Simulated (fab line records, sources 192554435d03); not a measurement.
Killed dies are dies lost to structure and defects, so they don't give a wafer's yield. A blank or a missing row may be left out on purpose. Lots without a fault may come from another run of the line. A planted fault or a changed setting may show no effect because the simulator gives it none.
Chamber matching | flow n5_finfet | N5_BEOL_M0_STRIP_142 on rie_diel-04: 4 sister chambers
The step strips in N2/H2, time 10 s. 18 wafers are shown with their chamber, then 9 later ones without.

WAFERS WITH THEIR CHAMBER
wafer  | chamber | drypump_motor_current_A (A) | throttle_valve_pct (%) | showerhead_plenum_p_Torr (Torr)
L074.1 | 0       | 4.9                         | 23.66                  | 2.46
L074.3 | 1       | 5.7                         | 23.07                  | 2.43
L074.5 | 2       | 6.8                         | 24.03                  | 2.52
L077.2 | 1       | 5.7                         | 23.08                  | 2.43
L077.3 | 2       | 6.8                         | 24.04                  | 2.51
L077.4 | 0       | 5.0                         | 23.67                  | 2.46
L078.1 | 3       | 5.8                         | 23.15                  | 2.52
L078.3 | 1       | 5.7                         | 23.10                  | 2.43
L078.6 | 3       | 5.8                         | 23.12                  | 2.52
L079.2 | 2       | 6.8                         | 24.04                  | 2.51
L079.3 | 1       | 5.7                         | 23.09                  | 2.43
L079.5 | 3       | 5.8                         | 23.15                  | 2.52
L081.1 | 2       | 6.8                         | 24.04                  | 2.51
L081.4 | 1       | 5.7                         | 23.10                  | 2.43
L081.6 | 0       | 5.0                         | 23.70                  | 2.45
L089.2 | 1       | 5.7                         | 23.13                  | 2.42
L089.3 | 0       | 4.9                         | 23.70                  | 2.45
L089.5 | 3       | 5.8                         | 23.18                  | 2.51

SIGNATURES (means of the wafers above)
reading                  | chamber 0 | chamber 1 | chamber 2 | chamber 3 | scatter within a chamber
drypump_motor_current_A  | 4.950     | 5.700     | 6.800     | 5.800     | 0.0267
throttle_valve_pct       | 23.6825   | 23.0950   | 24.0375   | 23.1500   | 0.0195
showerhead_plenum_p_Torr | 2.4550    | 2.4283    | 2.5125    | 2.5175    | 0.00488
Rule: a wafer's distance from a chamber is the root of the sum, over the readings, of the square of ((its reading less the chamber's mean) divided by the reading's scatter). The wafer belongs to the nearest chamber; if the next one is less than 2 further off, it can't be placed. The scatter: the root of (the sum of the squares of (reading less its chamber's mean) over the shown wafers, divided by (wafers less chambers)).

WAFERS WITHOUT THEIR CHAMBER
wafer  | drypump_motor_current_A (A) | throttle_valve_pct (%) | showerhead_plenum_p_Torr (Torr)
L088.3 | 5.8                         | 23.17                  | 2.51
L088.5 | 6.8                         | 24.07                  | 2.51
L088.6 | 5.7                         | 23.13                  | 2.42
L090.1 | 5.8                         | 23.18                  | 2.51
L090.3 | 5.0                         | 23.70                  | 2.45
L090.6 | 5.0                         | 23.69                  | 2.45
L097.1 | 5.7                         | 23.14                  | 2.41
L097.3 | 5.8                         | 23.19                  | 2.51
L097.4 | 5.0                         | 23.73                  | 2.44

WHICH CHAMBER EACH WENT THROUGH
wafer  | from the rows above | in truth
L088.3 | 3                   | 3
L088.5 | 2                   | 2
L088.6 | 1                   | 1
L090.1 | 3                   | 3
L090.3 | 0                   | 0
L090.6 | 0                   | 0
L097.1 | 1                   | 1
L097.3 | 3                   | 3
L097.4 | 0                   | 0
Placed correctly: 9 of 9. Can't be placed from these rows: 0. Placed wrongly: 0.
